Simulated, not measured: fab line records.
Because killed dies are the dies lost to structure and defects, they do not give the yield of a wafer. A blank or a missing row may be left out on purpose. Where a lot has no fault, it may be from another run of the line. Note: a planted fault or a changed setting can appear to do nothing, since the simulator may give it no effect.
The tool behind it: which one? :: flow n5_finfet :: 24 wafers from 8 lots sampled at 5 of the route's 1938 steps

WHAT THE GAUGES SHOWED, per wafer
N5_BEOL_M4_RC_MEAS_101.
lot: L759
measured: day 11 06:13
on: prober-01
DIBL_N (mV/V): 34.2 34.6 36.7

lot: L760
measured: day 11 10:46
on: prober-01
DIBL_N (mV/V): 36.6 36.2 33.7

lot: L761
measured: day 11 15:33
on: prober-01
DIBL_N (mV/V): 37.8 34.7 35.8

lot: L762
measured: day 11 13:50
on: prober-02
DIBL_N (mV/V): 37.1 35.9 36.5

lot: L763
measured: day 11 19:40
on: prober-01
DIBL_N (mV/V): 35.4 33.9 32.9

lot: L768
measured: day 13 07:11
on: prober-02
DIBL_N (mV/V): 35.3 37.0 37.0

lot: L770
measured: day 13 13:10
on: prober-02
DIBL_N (mV/V): 33.8 39.8 37.5

lot: L765
measured: day 14 08:28
on: prober-01
DIBL_N (mV/V): 36.0 35.1 37.1

WHAT TOOL EACH LOT RAN ON (gives the tool, then ch and the chambers of the sampled wafers, and finally the start)
lot: L759
N5_BEOL_M0_CUTY_ETCH_62: rie_diel-04 ch 0,2, day 8 16:27
N5_BEOL_M0_CUTY_ETCH_63: rie_diel-04 ch 0,2, day 8 16:30
N5_BEOL_M0_HM_OPEN_105: rie_metal-01 ch 0,1, day 8 20:47
N5_BEOL_M0_TRENCH_ETCH_107: rie_diel-04 ch 0,2, day 8 21:26

lot: L760
N5_BEOL_M0_CUTY_ETCH_62: rie_diel-04 ch 0,1, day 8 19:34
N5_BEOL_M0_CUTY_ETCH_63: rie_diel-04 ch 0,1, day 8 19:37
N5_BEOL_M0_HM_OPEN_105: rie_metal-02 ch 0,1, day 8 20:49
N5_BEOL_M0_TRENCH_ETCH_107: rie_diel-01 ch 0,2, day 8 21:41

lot: L761
N5_BEOL_M0_CUTY_ETCH_62: rie_diel-04 ch 1,2, day 9 03:49
N5_BEOL_M0_CUTY_ETCH_63: rie_diel-04 ch 1,2, day 9 03:53
N5_BEOL_M0_HM_OPEN_105: rie_metal-02 ch 0, day 9 07:23
N5_BEOL_M0_TRENCH_ETCH_107: rie_diel-01 ch 0,1,2, day 9 08:26

lot: L762
N5_BEOL_M0_CUTY_ETCH_62: rie_diel-01 ch 1,2,3, day 9 08:33
N5_BEOL_M0_CUTY_ETCH_63: rie_diel-01 ch 1,2,3, day 9 08:35
N5_BEOL_M0_HM_OPEN_105: rie_metal-03 ch 0,1, day 9 08:49
N5_BEOL_M0_TRENCH_ETCH_107: rie_diel-01 ch 0,3, day 9 09:11

lot: L763
N5_BEOL_M0_CUTY_ETCH_62: rie_diel-04 ch 1, day 9 09:10
N5_BEOL_M0_CUTY_ETCH_63: rie_diel-04 ch 1, day 9 09:14
N5_BEOL_M0_HM_OPEN_105: rie_metal-01 ch 0,1, day 9 09:35
N5_BEOL_M0_TRENCH_ETCH_107: rie_diel-04 ch 1,2, day 9 10:15

lot: L768
N5_BEOL_M0_CUTY_ETCH_62: rie_diel-02 ch 0,1,2, day 10 16:44
N5_BEOL_M0_CUTY_ETCH_63: rie_diel-02 ch 0,1,2, day 10 16:47
N5_BEOL_M0_HM_OPEN_105: rie_metal-03 ch 0,1, day 10 17:25
N5_BEOL_M0_TRENCH_ETCH_107: rie_diel-04 ch 1,2, day 10 17:50

lot: L770
N5_BEOL_M0_CUTY_ETCH_62: rie_diel-01 ch 1,2, day 11 08:01
N5_BEOL_M0_CUTY_ETCH_63: rie_diel-01 ch 1,2, day 11 08:04
N5_BEOL_M0_HM_OPEN_105: rie_metal-02 ch 0,1, day 11 09:17
N5_BEOL_M0_TRENCH_ETCH_107: rie_diel-04 ch 0,2, day 11 10:12

lot: L765
N5_BEOL_M0_CUTY_ETCH_62: rie_diel-04 ch 0,2,3, day 11 15:03
N5_BEOL_M0_CUTY_ETCH_63: rie_diel-04 ch 0,2,3, day 11 15:06
N5_BEOL_M0_HM_OPEN_105: rie_metal-01 ch 0,1, day 11 17:48
N5_BEOL_M0_TRENCH_ETCH_107: rie_diel-01 ch 0,1,2, day 11 18:10
- N5_BEOL_M0_CUTY_ETCH_62: etches SiARC in CF4, time 58.5 s.
- N5_BEOL_M0_CUTY_ETCH_63: etches SOC in N2/H2, target depth 82.7 nm, overetch 16.5 nm, time 124 s.
- N5_BEOL_M0_HM_OPEN_105: chemistry Cl2/BCl3, target TiN, target depth 12 nm.
- N5_BEOL_M0_TRENCH_ETCH_107: etches SiOC in C4F6/O2, target depth 32.8 nm, time 16.4 s.

THE ANSWER, worked out from the rows above alone
Rule: the usual values come from the lots themselves. The widest of any qualifying gaps counts: lots, ordered by their means at a reading, are off when they make up no more than a third of the lots, leave a main group of 4 or more, and stand apart from it by 3 or more times the standard deviation of that group's means. The tables above print the reading to a certain number of digits; a main group whose means all agree to those digits is not used. Also off: a lot with no number at a reading for which 4 or more lots have one. Where the step has rows for the other lots, those lots are counted as sound.
Nothing can be told from this: no lot is off at any reading shown.

WHAT THE SIMULATOR PUT IN
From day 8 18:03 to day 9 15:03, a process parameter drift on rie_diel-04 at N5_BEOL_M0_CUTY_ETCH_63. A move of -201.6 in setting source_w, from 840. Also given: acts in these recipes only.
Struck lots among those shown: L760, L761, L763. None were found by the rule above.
